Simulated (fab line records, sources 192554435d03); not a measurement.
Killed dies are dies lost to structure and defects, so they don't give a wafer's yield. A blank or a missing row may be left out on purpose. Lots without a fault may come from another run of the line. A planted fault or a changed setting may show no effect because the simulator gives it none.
Split-lot experiment | flow n5_finfet | 7 lots, 21 wafers read, on a route of 1938 steps

THE SPLIT
At N5_BEOL_M13_ETCH_59 (etches BARC in N2/H2, target depth 89 nm, overetch 26.7 nm, time 67.9 s), the setting time_s was moved away from the recipe's 67.9 s on 6 of the 21 wafers read, by -6.8% to +15.5%. The other wafers ran this setting at the recipe's value.

The reading is taken at the split's own step.

THE READING
coat_of_BEOL_M13_COAT_04.thk_nm (the simulator's own value, which no gauge read), in nm, at N5_BEOL_M13_ETCH_59 (etches BARC in N2/H2, target depth 89 nm, overetch 26.7 nm, time 67.9 s). The file gives no usual value for it. The 15 wafers here that ran the recipe average 318.3 nm, standard deviation 2.1 nm.

wafer  | tool, chamber at the split | time_s as run, s | against the recipe | coat_of_BEOL_M13_COAT_04.thk_nm, nm | against lot-mates on the recipe
L077.1 | rie_diel-06, 2             | 67.9             | recipe             | 317.2                               | -
L077.4 | rie_diel-06, 1             | 63.31            | -6.8%              | 324                                 | +6.8
L077.6 | rie_diel-06, 3             | 63.31            | -6.8%              | 320.4                               | +3.2
L079.2 | rie_diel-06, 0             | 73.23            | +7.8%              | 312.4                               | -4.5
L079.4 | rie_diel-06, 2             | 67.9             | recipe             | 317.2                               | -
L079.5 | rie_diel-06, 3             | 67.9             | recipe             | 316.6                               | -
L088.1 | rie_diel-01, 2             | 77.68            | +14.4%             | 310.6                               | -6.4
L088.5 | rie_diel-01, 3             | 67.9             | recipe             | 315.4                               | -
L088.6 | rie_diel-01, 2             | 67.9             | recipe             | 318.6                               | -
L095.2 | rie_diel-06, 3             | 67.9             | recipe             | 318.4                               | -
L095.5 | rie_diel-06, 1             | 67.9             | recipe             | 322.6                               | -
L095.6 | rie_diel-06, 2             | 67.9             | recipe             | 319.4                               | -
L094.1 | rie_diel-01, 1             | 67.9             | recipe             | 315.4                               | -
L094.3 | rie_diel-01, 2             | 67.9             | recipe             | 319.6                               | -
L094.4 | rie_diel-01, 0             | 67.9             | recipe             | 319.2                               | -
L089.1 | rie_diel-01, 2             | 67.9             | recipe             | 321.4                               | -
L089.2 | rie_diel-01, 0             | 67.9             | recipe             | 318.8                               | -
L089.6 | rie_diel-01, 1             | 76.36            | +12.5%             | 306                                 | -14.1
L092.1 | rie_diel-06, 2             | 67.9             | recipe             | 315.6                               | -
L092.2 | rie_diel-06, 1             | 67.9             | recipe             | 319.6                               | -
L092.4 | rie_diel-06, 0             | 78.44            | +15.5%             | 308.2                               | -9.4

THE FIT
A straight line over all 21 wafers: coat_of_BEOL_M13_COAT_04.thk_nm changes by -0.681 nm for each +1% of time_s; r = -0.88; the points scatter about the line by 2.2 nm.
The same after taking each lot's own level away (the mean of its wafers on the recipe; 21 wafers): -0.685 nm for each +1%; r = -0.89; scatter 2.2 nm.
On that fit, the largest move of time_s shifts the reading by 11 nm.
The lots' own levels span 316.90 to 320.13 nm, that is 1.6 times the standard deviation above.
So the lot-to-lot level changes the slope little: the two slopes agree.
Check: with one of the wafers moved furthest among these (+15.5%) left out of the fit, the line predicts -11.2 nm for it against its lot-mates. It came out at -9.4 nm against them.

THE FILE'S OWN FIT
coat_of_BEOL_M13_COAT_04.thk_nm changes by -0.679 nm for each +1% of time_s, r = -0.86.
